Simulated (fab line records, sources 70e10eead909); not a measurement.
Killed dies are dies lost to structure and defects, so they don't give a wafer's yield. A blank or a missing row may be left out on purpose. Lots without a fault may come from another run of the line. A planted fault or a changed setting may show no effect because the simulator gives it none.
Chamber matching | flow nand_harc | NHARC_A_STAIRCASE_DEP_325 on pecvd-01: 3 sister chambers
The step deposits SiO2, target thk 7200 nm. 6 wafers are shown with their chamber, then 8 later ones without.

WAFERS WITH THEIR CHAMBER
wafer  | chamber | mfc_precursor_sccm (sccm) | heater_power_w (W)
L086.1 | 2       | 199.7                     | 674
L086.2 | 1       | 199.5                     | 609
L089.1 | 1       | 200.8                     | 728
L089.2 | 0       | 199.7                     | 661
L089.3 | 2       | 199.9                     | 725
L091.2 | 0       | 199.9                     | 661

WAFERS WITHOUT THEIR CHAMBER
wafer  | mfc_precursor_sccm (sccm) | heater_power_w (W)
L091.4 | 200.8                     | 598
L091.5 | 200.5                     | 596
L095.1 | 201.0                     | 703
L095.2 | 201.1                     | 744
L095.5 | 200.5                     | 585
L097.1 | 200.1                     | 648
L097.3 | 200.4                     | 624
L097.6 | 200.1                     | 586

WHICH CHAMBER EACH WENT THROUGH
wafer  | from the rows above          | in truth
L091.4 | can't be placed: 1 or 0 or 2 | 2
L091.5 | can't be placed: 1 or 0 or 2 | 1
L095.1 | can't be placed: 1 or 2 or 0 | 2
L095.2 | can't be placed: 1 or 2 or 0 | 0
L095.5 | can't be placed: 1 or 0 or 2 | 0
L097.1 | can't be placed: 1 or 0 or 2 | 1
L097.3 | can't be placed: 1 or 0 or 2 | 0
L097.6 | can't be placed: 0 or 1 or 2 | 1
Placed correctly: 0 of 8. Can't be placed from these rows: 8 (the true chamber is among the candidates in 8). Placed wrongly: 0.
How it was worked out, from the rows above alone: a wafer's distance from a chamber is the root of the sum, over the readings, of the square of ((its reading less the chamber's mean) divided by the reading's scatter). The wafer belongs to the nearest chamber; if the next one is less than 2 further off, it can't be placed. A chamber's mean is the mean of its shown wafers. The scatter: the root of (the sum of the squares of (reading less its chamber's mean) over the shown wafers, divided by (wafers less chambers)).
